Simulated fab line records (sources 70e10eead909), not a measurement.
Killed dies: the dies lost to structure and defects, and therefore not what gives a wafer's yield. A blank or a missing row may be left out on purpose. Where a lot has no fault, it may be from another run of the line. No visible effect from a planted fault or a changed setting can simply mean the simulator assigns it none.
Matching of chambers / flow nandHarc / aldHk-04 running NHARC_A_CHANNEL_FILL_D1_ALD_14: 4 sister chambers
The step deposits SiO2, target thk 2.5 nm, pulse time 10 s, ald cycles 25. 8 wafers are shown with their chamber, then 9 later ones without.

WAFERS WITH THEIR CHAMBER
wafer=L079.2; chamber=1; heaterPowerW (W)=462; precursorPulseHeightRel=1.008
wafer=L085.1; chamber=0; heaterPowerW (W)=467; precursorPulseHeightRel=0.971
wafer=L085.6; chamber=0; heaterPowerW (W)=460; precursorPulseHeightRel=0.973
wafer=L088.2; chamber=2; heaterPowerW (W)=529; precursorPulseHeightRel=1.002
wafer=L088.3; chamber=1; heaterPowerW (W)=465; precursorPulseHeightRel=0.964
wafer=L092.3; chamber=3; heaterPowerW (W)=523; precursorPulseHeightRel=1.012
wafer=L092.4; chamber=2; heaterPowerW (W)=541; precursorPulseHeightRel=1.000
wafer=L092.6; chamber=3; heaterPowerW (W)=526; precursorPulseHeightRel=1.015

WAFERS WHOSE CHAMBER IS MISSING
wafer=L093.3; heaterPowerW (W)=483; precursorPulseHeightRel=0.968
wafer=L093.4; heaterPowerW (W)=541; precursorPulseHeightRel=1.023
wafer=L093.5; heaterPowerW (W)=544; precursorPulseHeightRel=0.986
wafer=L096.2; heaterPowerW (W)=463; precursorPulseHeightRel=1.010
wafer=L096.3; heaterPowerW (W)=468; precursorPulseHeightRel=0.991
wafer=L096.5; heaterPowerW (W)=471; precursorPulseHeightRel=0.995
wafer=L097.3; heaterPowerW (W)=458; precursorPulseHeightRel=1.013
wafer=L097.4; heaterPowerW (W)=528; precursorPulseHeightRel=0.983
wafer=L097.5; heaterPowerW (W)=541; precursorPulseHeightRel=0.987

WHICH CHAMBER EACH ONE RAN IN
wafer=L093.3; from the rows above=can't be placed: 0 or 1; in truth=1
wafer=L093.4; from the rows above=can't be placed: 2 or 3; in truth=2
wafer=L093.5; from the rows above=2; in truth=2
wafer=L096.2; from the rows above=can't be placed: 1 or 0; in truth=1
wafer=L096.3; from the rows above=can't be placed: 1 or 0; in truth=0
wafer=L096.5; from the rows above=can't be placed: 1 or 0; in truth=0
wafer=L097.3; from the rows above=can't be placed: 1 or 0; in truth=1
wafer=L097.4; from the rows above=can't be placed: 2 or 3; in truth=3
wafer=L097.5; from the rows above=2; in truth=2
Placed correctly: 2 of 9. From these rows, 7 cannot be placed; in 7 the true chamber is one of the candidates. Wrongly placed: 0.
How it was worked out, from the rows above alone: a wafer's distance from a chamber is the root of the sum, over the readings, of the square of ((its reading less the chamber's mean) divided by the reading's scatter). If the next closest chamber is less than 2 further off than the closest, the wafer can't be placed; otherwise it belongs to the closest. A chamber's mean is the mean of its shown wafers. The scatter: the root of (the sum of the squares of (reading less its chamber's mean) over the shown wafers, divided by (wafers less chambers)).
